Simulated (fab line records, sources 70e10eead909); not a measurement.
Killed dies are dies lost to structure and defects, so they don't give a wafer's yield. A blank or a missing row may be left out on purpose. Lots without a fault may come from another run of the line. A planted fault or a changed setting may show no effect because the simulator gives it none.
Chamber matching | flow nand_harc | NHARC_A_STAIRCASE_DESCUM_291 on rie_diel-12: 4 sister chambers
The step chemistry O2, time 3 s. 8 wafers are shown with their chamber, then 9 later ones without.

WAFERS WITH THEIR CHAMBER
wafer  | chamber | drypump_motor_current_A (A) | showerhead_plenum_p_Torr (Torr)
L077.6 | 0       | 5.6                         | 1.93
L088.2 | 3       | 5.1                         | 1.92
L088.4 | 2       | 6.0                         | 2.05
L087.1 | 2       | 6.0                         | 2.05
L087.4 | 0       | 5.5                         | 1.92
L091.1 | 1       | 5.6                         | 1.80
L091.4 | 3       | 5.1                         | 1.91
L091.6 | 1       | 5.6                         | 1.80

WAFERS WITHOUT THEIR CHAMBER
wafer  | drypump_motor_current_A (A) | showerhead_plenum_p_Torr (Torr)
L090.3 | 5.1                         | 1.91
L090.5 | 6.0                         | 2.04
L090.6 | 5.5                         | 1.80
L094.1 | 6.0                         | 2.04
L094.3 | 5.6                         | 1.92
L094.5 | 5.6                         | 1.80
L095.2 | 5.6                         | 1.92
L095.4 | 6.0                         | 2.04
L095.5 | 6.0                         | 2.04

WHICH CHAMBER EACH WENT THROUGH
wafer  | from the rows above | in truth
L090.3 | 3                   | 3
L090.5 | 2                   | 2
L090.6 | 1                   | 1
L094.1 | 2                   | 2
L094.3 | 0                   | 0
L094.5 | 1                   | 1
L095.2 | 0                   | 0
L095.4 | 2                   | 2
L095.5 | 2                   | 2
Placed correctly: 9 of 9. Can't be placed from these rows: 0. Placed wrongly: 0.
How it was worked out, from the rows above alone: a wafer's distance from a chamber is the root of the sum, over the readings, of the square of ((its reading less the chamber's mean) divided by the reading's scatter). The wafer belongs to the nearest chamber; if the next one is less than 2 further off, it can't be placed. A chamber's mean is the mean of its shown wafers. The scatter: the root of (the sum of the squares of (reading less its chamber's mean) over the shown wafers, divided by (wafers less chambers)).
